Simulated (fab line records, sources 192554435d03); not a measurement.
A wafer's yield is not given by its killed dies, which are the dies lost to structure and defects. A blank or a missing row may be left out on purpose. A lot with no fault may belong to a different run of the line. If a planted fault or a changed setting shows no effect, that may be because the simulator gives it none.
Comparing a struck lot with a sound one || flow n5_finfet || 15 out of 1938 route steps
Sound: the wafers L121.2, L121.3, L121.4. Struck: wafer L130.2. (L130.3 of the same lot was not struck and is left out.) The cause comes at the end.
For every step that has rows: the tool of each side, followed by ch and its chambers, followed by its first start. Under that, the readings that differ: sound wafers || struck wafers || difference of the means || sigmas: that difference in standard deviations of wafers without a fault.
alike: same words and numbers on both sides, and readings whose means sit less than 2 such deviations apart. not compared: any withheld reading, any reading some wafer has no value for, any bound like >300 that may hide the same value, and any number with overlapping values for which the record gives no deviation.
Wherever a step has rows on one side only, a row that says differs or no value, or a row with sigmas, the two part there. Non-overlapping numbers with no deviation appear without sigmas and do not part them. A reading missing from all wafers of one side parts the sides only when that side holds two or more wafers.

first, 1 step without rows for these wafers: N5_BEOL_M4_ETCH_41 (etches SiCN in CH3F/O2, target depth 29.9 nm, time 52.5 s).
N5_BEOL_M4_STRIP_97: strips in N2/H2, time 10 s.
  sound: rie_diel-04 ch 0,2,3; struck: rie_diel-01 ch 2
{"reading": "rf_hours_counter_h (h)", "sound": "80 46 186", "struck": 238, "difference": "+134", "sigmas": ""}
  alike: chamber_pressure_mTorr, drypump_motor_current_A, oes_product_au, rf_vpp_V, showerhead_plenum_p_Torr, throttle_valve_pct
N5_BEOL_M4_OCD_MEAS_38:
  sound: ocd-01 at day 9 04:25; struck: ocd-01 at day 11 16:43
  alike: trench_depth_nm
then, 4 steps without rows for these wafers: N5_BEOL_M4_HM_STRIP_39 (strips TiN in peroxide tin strip, target depth 25 nm, time 158 s); N5_BEOL_M4_SRD_40 (time 30 s); N5_BEOL_M4_PRECLEAN_42 (cleans in residue remover, time 60 s); N5_BEOL_M4_SRD_43 (time 30 s).
N5_BEOL_M4_CD_MEAS_35: target cd 18 nm, target cd y 22.4 nm.
  sound: cd_sem-03 at day 9 04:34; struck: cd_sem-03 at day 11 16:52
  alike: cd_nm
N5_BEOL_M4_DEGAS_44: time 60 s.
  sound: pvd_sputter-01 at day 9 04:36; struck: pvd_sputter-02 at day 11 16:56
  alike: heater_power_w
N5_BEOL_M4_PRE_CLEAN_45: time 30 s.
  sound: pvd_sputter-01 at day 9 04:38; struck: pvd_sputter-02 at day 11 16:59
  alike: heater_power_w
N5_BEOL_M4_ALD_84: deposits TaN, pulse time 2 s, purge time 3 s, co reactant purge time 2 s.
  sound on ald_metal-01 ch 1,2,3, day 9 04:48; struck on ald_metal-01 ch 1, day 11 17:12
  alike: heater_power_outer_w, heater_power_w, precursor_vessel_pressure_torr
after that, 1 step had no rows for these wafers: N5_BEOL_M4_SURFACE_TREAT_85.
N5_BEOL_M4_CVD_47: deposits Co from CCTBA/H2, target thk 3 nm, time 223.8 s.
  sound on cvd_co-01 ch 0,1,2, day 9 05:08; struck on cvd_co-02 ch 2, day 11 17:36
{"reading": "run_length_s (s)", "sound": "245.7 247.1 246.6", "struck": 174.0, "difference": -72.5, "sigmas": "-99 or more"}
N5_BEOL_M4_SPUTTER_48: material Cu, target thk 4.5 nm, time 8.29 s.
  sound: pvd_sputter-02 at day 9 05:18; struck: pvd_sputter-02 at day 11 17:49
  alike: substrate_temp_c, throttle_valve_pct
N5_BEOL_M4_RC_MEAS_101:
  sound on prober-01 ch 0, day 9 08:19; struck on prober-01 ch 0, day 11 20:59
  alike: DIBL_N, DIBL_P, IOFF_N, IOFF_P, ION_N, ION_P, SS_N, SS_P, VT_N, VT_P

## WHERE THEY PART
Only at N5_BEOL_M4_CVD_47, as far as this record shows. Later steps at which nothing parts them and some readings are alike: N5_BEOL_M4_SPUTTER_48, N5_BEOL_M4_RC_MEAS_101.

WHY: what the simulator had put in
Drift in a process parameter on cvd_co-02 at N5_BEOL_M4_CVD_47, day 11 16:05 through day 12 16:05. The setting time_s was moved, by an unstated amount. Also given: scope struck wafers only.
